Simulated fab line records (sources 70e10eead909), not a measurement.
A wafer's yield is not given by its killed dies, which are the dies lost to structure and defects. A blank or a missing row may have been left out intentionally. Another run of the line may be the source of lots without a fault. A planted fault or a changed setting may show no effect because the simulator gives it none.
fab line records | flow nand_harc
[record] lots = 14 | wafers = 40 | last_day = 25
route steps=1159 shown A_SLIT@781 A_WL_FILL@809 END@1159
lots with no fault: from the same line, run without faults
start_h: hours from the record's opening day to when the first of the lot's shown wafers began | wait_h: time in hours since the lot's previous step | " unchanged from the row above | L1.1+2: one row covering several wafers at once | - value missing, or start not given | * or withheld: withheld | < > ~ a bound
route shown NAME@n: a module of which the file shows steps, and the number in the route of the first | usual: mean/standard deviation taken from wafers without a fault | same: alike in all rows | chamber/n: place in a boat | sites: readings site by site | _std_site: their standard deviation | _edge_site: inner sites' mean taken away from outer sites' mean | radius_mm: how far each site lies from the wafer's centre | mask NAME#n: copy n | behind: the last tool/chamber to shape the wafer | hold: cause of the lot's hold/its duration in hours/its outcome | device: transistor that didn't switch, given as n, p or np | end of line: tests of these same wafers at the route's end | step lacking rows: just its recipe | killed: count of dies lost to structure and defects at first sort (not the wafer's yield) | map: a wafer's dies, x killed, . not, _ none there
set.NAME: the run value of the setting; set.NAME@STEP: its run value at that earlier step | model.NAME: the simulator's own value behind a step, which no gauge read
a sample of lots followed through the steps of the route, with each step as a table and each wafer as a row
services: when a tool's chamber went out of use (start_h, in hours from the record's first day, below 0 if earlier), for how many hours, and the reason
[[steps]]
[step NHARC_A_SLIT_DEP_23]
[recipe] target_thk_a = 1000 | target_thk_nm = 100 | temp_c = 400 | pressure_torr = 3.5 | flow_sccm = 200 | rf_w = 350 | material = SiON
[usual] heater_power_outer_w = 435/64 | heater_power_w = 743/86 | rf_fwd_power_W = 348.7/1.1 | showerhead_vpp_V = 1132/43
lot.wafer | tool     | chamber | start_h | wait_h | heater_power_outer_w | heater_power_w | rf_fwd_power_W | showerhead_vpp_V
L480.3    | pecvd-02 | 2       | 310.82  | 1.1    | 445                  | 786            | 347.4          | 1238
L480.5    | "        | 1       | "       | "      | 362                  | 640            | 346.0          | 1126
L480.6    | "        | 2       | "       | "      | 456                  | 793            | 347.3          | 1209
L483.2    | pecvd-01 | 0       | 321.03  | 1.4    | 554                  | 906            | 348.7          | 1128
L483.3    | "        | 2       | "       | "      | 332                  | 666            | 349.6          | 1051
L483.5    | "        | 2       | "       | "      | 341                  | 678            | 349.9          | 1062
L482.2    | pecvd-02 | 2       | 327.06  | 1.3    | 429                  | 748            | 348.0          | 1248
L482.6    | "        | 2       | "       | "      | 428                  | 729            | 348.3          | 1213
L482.5    | "        | 0       | "       | "      | 389                  | 712            | 348.7          | 1155
L484.2    | pecvd-01 | 0       | 342.72  | 1.4    | 559                  | 911            | 348.8          | 1137
L484.3    | "        | 1       | "       | "      | 489                  | 766            | 346.5          | 1153
L484.6    | "        | 1       | "       | "      | 489                  | 767            | 349.0          | 1145
L485.1    | pecvd-03 | 0       | 348.22  | 1.7    | 427                  | 724            | 349.9          | 1105
L485.4    | "        | 2       | "       | "      | 412                  | 682            | 351.3          | 1132
L485.6    | "        | 1       | "       | "      | 376                  | 690            | 348.3          | 1122
L486.2    | pecvd-01 | 1       | 371.61  | 1.3    | 462                  | 692            | 348.9          | 1144
L486.4    | "        | 2       | "       | "      | 418                  | 778            | 350.4          | 1068
L486.5    | "        | 0       | "       | "      | 554                  | 950            | 349.8          | 1128
L487.1    | pecvd-01 | 0       | 371.84  | 1.7    | 574                  | 922            | 347.4          | 1139
L487.6    | "        | 0       | "       | "      | 576                  | 966            | 348.1          | 1124
L487.4    | "        | 1       | "       | "      | 510                  | 768            | 347.4          | 1154
L488.3    | pecvd-01 | 2       | 372.85  | 1.0    | 408                  | 765            | 348.9          | 1076
L488.2    | "        | 0       | "       | "      | 555                  | 913            | 348.6          | 1127
L488.4    | "        | 0       | "       | "      | 556                  | 923            | 348.6          | 1139
L490.1    | pecvd-02 | 0       | 382.36  | 1.7    | 394                  | 711            | 346.7          | 1167
L490.2    | "        | 1       | "       | "      | 405                  | 659            | 348.2          | 1107
L490.4    | "        | 0       | "       | "      | 396                  | 707            | 348.1          | 1177
L499.1    | pecvd-02 | 2       | 419.45  | 1.7    | 458                  | 786            | 348.3          | 1227
L499.5    | "        | 2       | "       | "      | 464                  | 775            | 346.9          | 1228
L498.1    | pecvd-03 | 1       | 425.55  | 1.7    | 430                  | 769            | 348.5          | 1108
L498.3    | "        | 0       | "       | "      | 425                  | 727            | 348.6          | 1093
L500.2    | pecvd-03 | 1       | 446.88  | 1.4    | 427                  | 787            | 347.7          | 1128
L500.6    | "        | 0       | "       | "      | 454                  | 756            | 349.9          | 1099
L500.4    | "        | 2       | "       | "      | 400                  | 672            | 349.2          | 1116
L503.1    | pecvd-01 | 2       | 448.63  | 1.6    | 373                  | 736            | 348.2          | 1064
L503.2    | "        | 1       | "       | "      | 494                  | 723            | 349.5          | 1151
L503.5    | "        | 2       | "       | "      | 371                  | 736            | 348.2          | 1071
L502.1    | pecvd-03 | 0       | 453.85  | 1.7    | 457                  | 758            | 350.9          | 1118
L502.6    | "        | 0       | "       | "      | 457                  | 768            | 351.7          | 1114
L502.5    | "        | 1       | "       | "      | 452                  | 808            | 347.1          | 1120
[step NHARC_A_SLIT_INSPECT_11]
[usual] raw_defect_count = 22/12
lot.wafer | tool              | chamber | start_h | wait_h | raw_defect_count
L480.3    | defect_inspect-01 | -       | 311.45  | 0.0    | 14
L480.5    | "                 | -       | "       | "      | 11
L480.6    | "                 | -       | "       | "      | 4
L483.2    | defect_inspect-01 | -       | 321.83  | 0.0    | 22
L483.3    | "                 | -       | "       | "      | 18
L483.5    | "                 | -       | "       | "      | 25
L482.2    | defect_inspect-02 | -       | 327.86  | 0.0    | 9
L482.5    | "                 | -       | "       | "      | 13
L482.6    | "                 | -       | "       | "      | 8
L484.2    | defect_inspect-02 | -       | 343.52  | 0.0    | 23
L484.3    | "                 | -       | "       | "      | 38
L484.6    | "                 | -       | "       | "      | 28
L485.1    | defect_inspect-01 | -       | 349.01  | 0.0    | 15
L485.4    | "                 | -       | "       | "      | 7
L485.6    | "                 | -       | "       | "      | 11
L486.2    | defect_inspect-01 | -       | 372.43  | 0.0    | 20
L486.4    | "                 | -       | "       | "      | 30
L486.5    | "                 | -       | "       | "      | 29
L487.1    | defect_inspect-02 | -       | 372.65  | 0.0    | 22
L487.4    | "                 | -       | "       | "      | 25
L487.6    | "                 | -       | "       | "      | 22
L488.2    | defect_inspect-02 | -       | 373.63  | 0.0    | 12
L488.3    | "                 | -       | "       | "      | 21
L488.4    | "                 | -       | "       | "      | 22
L490.1    | defect_inspect-01 | -       | 383.14  | 0.0    | 25
L490.2    | "                 | -       | "       | "      | 29
L490.4    | "                 | -       | "       | "      | 27
L499.1    | defect_inspect-02 | -       | 420.09  | 0.0    | 20
L499.5    | "                 | -       | "       | "      | 14
L498.1    | defect_inspect-02 | -       | 426.36  | 0.0    | 22
L498.3    | "                 | -       | "       | "      | 12
L500.2    | defect_inspect-02 | -       | 447.53  | 0.0    | 15
L500.4    | "                 | -       | "       | "      | 9
L500.6    | "                 | -       | "       | "      | 18
L503.1    | defect_inspect-02 | -       | 449.31  | 0.0    | 8
L503.2    | "                 | -       | "       | "      | 10
L503.5    | "                 | -       | "       | "      | 14
L502.1    | defect_inspect-02 | -       | 454.65  | 0.0    | 19
L502.5    | "                 | -       | "       | "      | 22
L502.6    | "                 | -       | "       | "      | 23
[step NHARC_A_WL_FILL_ALD_00]
[recipe] target_thk_a = 30 | pulse_time_s = 3 | ald_cycles = 30 | temp_c = 300 | material = Al2O3
[usual] heater_power_outer_w = 238/22 | heater_power_w = 436/42 | precursor_pulse_height_rel = 0.996/0.019
lot.wafer | tool      | chamber | start_h | wait_h | heater_power_outer_w | heater_power_w | precursor_pulse_height_rel
L480.3    | ald_hk-04 | 0       | 323.76  | 0.1    | 268                  | 467            | 0.992
L480.5    | "         | 3       | "       | "      | 250                  | 454            | 1.004
L480.6    | "         | 0       | "       | "      | 273                  | 458            | 0.986
L483.3    | ald_hk-02 | 0       | 332.88  | 0.1    | 232                  | 375            | 0.955
L483.2    | "         | 1       | "       | "      | 223                  | 447            | 1.010
L483.5    | "         | 0       | "       | "      | 235                  | 367            | 1.033
L482.2    | ald_hk-02 | 3       | 339.19  | 0.1    | 235                  | 466            | 0.995
L482.6    | "         | 3       | "       | "      | 233                  | 471            | 0.983
L482.5    | "         | 0       | "       | "      | 227                  | 376            | 1.012
L484.2    | ald_hk-03 | 1       | 355.91  | 1.0    | 227                  | 440            | 1.005
L484.3    | "         | 0       | "       | "      | 183                  | 315            | 0.973
L484.6    | "         | 2       | "       | "      | 289                  | 491            | 1.034
L485.1    | ald_hk-03 | 2       | 361.78  | 0.1    | 291                  | 486            | 1.001
L485.4    | "         | 1       | "       | "      | 233                  | 427            | 1.019
L485.6    | "         | 3       | "       | "      | 246                  | 466            | 0.981
L486.2    | ald_hk-02 | 2       | 382.94  | 0.1    | 234                  | 417            | 1.047
L486.4    | "         | 3       | "       | "      | 230                  | 462            | 0.982
L486.5    | "         | 1       | "       | "      | 226                  | 444            | 0.989
L487.4    | ald_hk-02 | 1       | 383.05  | 0.2    | 227                  | 453            | 1.010
L487.1    | "         | 2       | "       | "      | 231                  | 423            | 0.996
L487.6    | "         | 1       | "       | "      | 223                  | 451            | 1.008
L488.2    | ald_hk-03 | 1       | 385.69  | 0.1    | 232                  | 449            | 1.000
L488.3    | "         | 2       | "       | "      | 297                  | 486            | 0.996
L488.4    | "         | 3       | "       | "      | 248                  | 479            | 0.988
L490.2    | ald_hk-03 | 2       | 394.48  | 0.1    | 302                  | 510            | 0.982
L490.4    | "         | 3       | "       | "      | 250                  | 466            | 0.982
L490.1    | "         | 0       | "       | "      | 177                  | 325            | 1.008
L499.1    | ald_hk-04 | 0       | 431.35  | 0.1    | 271                  | 456            | 0.976
L499.5    | "         | 3       | "       | "      | 235                  | 432            | 0.976
L498.3    | ald_hk-02 | 2       | 438.15  | 0.7    | 229                  | 422            | 0.972
L498.1    | "         | 0       | "       | "      | 237                  | 384            | 0.956
L500.2    | ald_hk-02 | 2       | 458.82  | 0.1    | 231                  | 424            | 0.970
L500.4    | "         | 3       | "       | "      | 231                  | 486            | 0.974
L500.6    | "         | 2       | "       | "      | 236                  | 422            | 1.006
L503.1    | ald_hk-04 | 3       | 458.83  | 0.1    | 241                  | 421            | 1.022
L503.2    | "         | 2       | "       | "      | 241                  | 486            | 0.980
L503.5    | "         | 3       | "       | "      | 237                  | 433            | 0.999
L502.1    | ald_hk-02 | 3       | 468.32  | 0.1    | 232                  | 455            | 1.000
L502.5    | "         | 3       | "       | "      | 236                  | 463            | 1.033
L502.6    | "         | 0       | "       | "      | 236                  | 372            | 0.995
[step NHARC_A_WL_FILL_ETCHBACK_16]
[recipe] target_depth_a = 880 | time_s = 17.6 | c4f8_flow_sccm = withheld | o2_flow_sccm = 8 | ar_flow_sccm = withheld | rf_w = 600 | bias_w = 800 | chemistry = C4F8/O2/Ar
[usual] oes_product_au = 0.98/0.031 | rf_fwd_power_W = 588/3 | rf_vpp_V = 722/3.3
[same] time_s = 17.6
lot.wafer | tool        | chamber | start_h | wait_h | oes_product_au | rf_fwd_power_W | rf_hours_counter_h | rf_vpp_V
L480.3    | rie_diel-12 | 3       | 339.34  | -      | 0.99           | 589            | 3.6                | 719
L480.6    | "           | 3       | "       | "      | 0.99           | 589            | -                  | 721
L480.5    | "           | 0       | "       | "      | 0.98           | 590            | -                  | 725
L483.3    | rie_diel-07 | 2       | 347.66  | -      | 1.01           | 584            | 4.3                | 723
L483.2    | "           | 3       | "       | "      | 0.99           | 584            | 4.1                | 724
L483.5    | "           | 3       | "       | "      | 1.00           | 587            | -                  | 725
L482.2    | rie_diel-12 | 1       | 359.13  | -      | 0.92           | 587            | 4.2                | 728
L482.5    | "           | 0       | "       | "      | 0.91           | 589            | -                  | 724
L482.6    | "           | 1       | "       | "      | 0.93           | 586            | -                  | 728
L484.2    | rie_diel-07 | 2       | 373.48  | -      | 0.99           | 584            | 5.1                | 721
L484.3    | "           | 0       | "       | "      | 0.99           | 590            | 5.0                | 727
L484.6    | "           | 2       | "       | "      | 0.99           | 585            | -                  | 723
L485.1    | rie_diel-12 | 3       | 376.87  | -      | 0.92           | 588            | 4.3                | 719
L485.4    | "           | 1       | "       | "      | 0.92           | 586            | 4.3                | 728
L485.6    | "           | 2       | "       | "      | 0.92           | 588            | -                  | 720
L486.4    | rie_diel-12 | 3       | 405.81  | -      | 0.99           | 587            | 0.2                | 721
L486.2    | "           | 1       | "       | "      | 1.01           | 585            | 0.5                | 727
L486.5    | "           | 3       | "       | "      | 0.99           | 589            | -                  | 719
L487.1    | rie_diel-03 | 2       | 405.81  | -      | 1.01           | 592            | 1.1                | 725
L487.4    | "           | 0       | "       | "      | 1.00           | 587            | 1.1                | 719
L487.6    | "           | 1       | "       | "      | 1.00           | 595            | -                  | 718
L488.3    | rie_diel-12 | 3       | 409.40  | -      | 0.99           | 591            | 0.6                | 721
L488.4    | "           | 0       | "       | "      | 0.98           | 588            | 0.8                | 725
L488.2    | "           | 1       | "       | "      | 0.99           | 584            | 0.8                | 727
L490.1    | rie_diel-03 | 0       | 412.83  | -      | 1.01           | 589            | 1.5                | 718
L490.4    | "           | 2       | "       | "      | 1.01           | 590            | 1.5                | 723
L490.2    | "           | 3       | "       | "      | 1.01           | 589            | 1.5                | 725
L499.1    | rie_diel-12 | 1       | 453.57  | -      | 0.64           | 581            | 1.4                | 729
L499.5    | "           | 3       | "       | "      | 1.01           | 589            | -                  | 721
L498.1    | rie_diel-12 | 0       | 454.78  | -      | 0.64           | 586            | 1.4                | 725
L498.3    | "           | 1       | "       | "      | 0.64           | 582            | 1.4                | 727
L503.1    | rie_diel-07 | 1       | 485.48  | -      | 1.00           | 587            | 2.3                | 716
L503.2    | "           | 2       | "       | "      | 1.00           | 588            | 2.3                | 723
L503.5    | "           | 0       | "       | "      | 1.00           | 593            | -                  | 726
L500.4    | rie_diel-03 | 0       | 485.53  | -      | 1.00           | 589            | 5.5                | 716
L500.2    | "           | 2       | "       | "      | 1.00           | 589            | 5.3                | 725
L500.6    | "           | 0       | "       | "      | 1.00           | 591            | -                  | 719
L502.1    | rie_diel-03 | 2       | 489.78  | -      | 1.01           | 593            | 5.9                | 724
L502.5    | "           | 1       | "       | "      | 1.00           | 592            | -                  | 718
L502.6    | "           | 2       | "       | "      | 1.00           | 594            | -                  | 724
[step NHARC_END_SORT_01]
[recipe] temp_c = 25
[usual] killed_at_array = 28/8.9 | killed_at_other = 0.8/1.2 | killed_at_periphery = 3.3/2.3 | killed_dies = 32/9.4 | killed_open = 3.2/1.8 | killed_short = 1.9/1.4
[same] gross_dies = 677
lot.wafer | tool      | chamber | start_h | wait_h | killed_at_array | killed_at_other | killed_at_periphery | killed_dies | killed_open | killed_short
L499.1    | prober-01 | 0       | 551.93  | 2.5    | 672             | 0               | 5                   | 677         | 4           | 2
L499.5    | prober-01 | 0       | 555.12  | 3.7    | 14              | 0               | 0                   | 14          | 2           | 2
L498.1    | prober-01 | 0       | 559.67  | 2.5    | 674             | 1               | 2                   | 677         | 4           | 4
L498.3    | prober-01 | 0       | 561.26  | 3.1    | 676             | 0               | 1                   | 677         | 2           | 1
// killed by level:class
L499.1 A_WL_FILL:area_etchback=642 A_CHANNEL_HOLE_D1:chamber_film_flake=10 A_CONTACT:chamber_film_flake=10 A_STAIRCASE:chamber_film_flake=5 A_WL_FILL:geometric_particle:short=2 P_GATE:chamber_film_flake=2 P_M1:chamber_film_flake=2 P_CONTACT:geometric_particle:open=1
L499.5 A_CHANNEL_HOLE_D1:chamber_film_flake=4 A_STAIRCASE:chamber_film_flake=3 A_CONTACT:chamber_film_flake=3 A_SOURCE_PLATE:geometric_particle:short=1 A_CHANNEL_FILL_D1:geometric_particle:short=1 A_SGD_CUT:geometric_particle:open=1 A_CONTACT:geometric_particle:open=1
L498.1 A_WL_FILL:area_etchback=637 A_CHANNEL_HOLE_D1:chamber_film_flake=8 A_SLIT:chamber_film_flake=8 A_STAIRCASE:chamber_film_flake=7 A_CONTACT:chamber_film_flake=3 A_M0:chamber_film_flake=3 A_SOURCE_PLATE:geometric_particle:short=2 A_SOURCE_PLATE:geometric_particle:open=1
L498.3 A_WL_FILL:area_etchback=644 A_SLIT:chamber_film_flake=19 A_CHANNEL_HOLE_D1:chamber_film_flake=5 A_STAIRCASE:chamber_film_flake=3 A_CONTACT:chamber_film_flake=2 P_CONTACT:geometric_particle:open=1 A_WL_FILL:geometric_particle:open=1 A_M0:geometric_particle:short=1
[[services]]
tool        | chamber | start_h | hours | kind
pecvd-03    | -       | 300.46  | 13.0  | pm
ald_hk-02   | -       | 302.03  | 10.0  | pm
ald_hk-02   | 0       | 302.03  | 10.0  | vent_cycle
ald_hk-02   | 1       | 302.03  | 10.0  | vent_cycle
ald_hk-02   | 2       | 302.03  | 10.0  | vent_cycle
ald_hk-02   | 3       | 302.03  | 10.0  | vent_cycle
pecvd-02    | -       | 334.97  | 13.0  | pm
rie_diel-03 | 0       | 336.34  | 3.5   | repair
rie_diel-07 | -       | 337.75  | 0.1   | repair
pecvd-02    | 0       | 354.86  | 18.9  | repair
pecvd-03    | -       | 362.39  | 0.9   | repair
ald_hk-04   | -       | 374.13  | 10.0  | pm
rie_diel-12 | -       | 379.40  | 9.0   | pm
rie_diel-07 | 3       | 379.86  | 7.2   | repair
rie_diel-03 | -       | 392.30  | 9.0   | pm
rie_diel-12 | 3       | 394.57  | 4.8   | repair
rie_diel-07 | -       | 405.20  | 9.0   | pm
ald_hk-04   | -       | 409.68  | 0.7   | repair
rie_diel-12 | 3       | 414.68  | 1.8   | repair
pecvd-01    | -       | 418.00  | 13.0  | pm
pecvd-03    | 1       | 437.74  | 3.9   | repair
rie_diel-12 | -       | 470.33  | 23.3  | repair
ald_hk-02   | -       | 480.03  | 10.0  | pm
pecvd-03    | -       | 481.46  | 13.0  | pm
[[key]]
[first_sign] step = NHARC_A_WL_FILL_ETCHBACK_16 | reading = oes_product_au | direction = down | sigmas = 11 | usual = 0.98 | struck = 0.64
[effect] step = NHARC_END_SORT_01 | reading = killed_at_array | direction = up | sigmas = 72 | usual = 28 | struck = 674
[more_kills_born_at] NHARC_A_WL_FILL_ETCHBACK_16@rie_diel-12 = 1923
met_at NHARC_A_WL_FILL_ETCHBACK_16
struck_lots L498,L499
struck_wafers L498.1,L498.3,L499.1
later_rows_left_out L498.1,L498.3,L499.1
tester_left_out L498,L499
not_acting_at NHARC_A_SLIT_DEP_23,NHARC_A_SLIT_INSPECT_11,NHARC_A_WL_FILL_ALD_00
onset_between 409.40 453.57
[fault] kind = process_parameter_drift | tool = rie_diel-12 | chamber = - | onset_h = 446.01 | steps = NHARC_A_WL_FILL_ETCHBACK_16 | channel = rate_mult | offset = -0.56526 | shape = step | end_h = 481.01 | scope = struck_wafers_only
// tester_left_out: of these lots the tester's yield and bins aren't shown, on N5 and GAA mostly nor the transistor test; their killed dies are dies lost to structure and defects alone, not to doping, threshold or leakage, so they don't give the yield
// later_rows_left_out: the simulator's readings of these wafers behind a module that went badly wrong aren't trusted and aren't shown, but for the sort
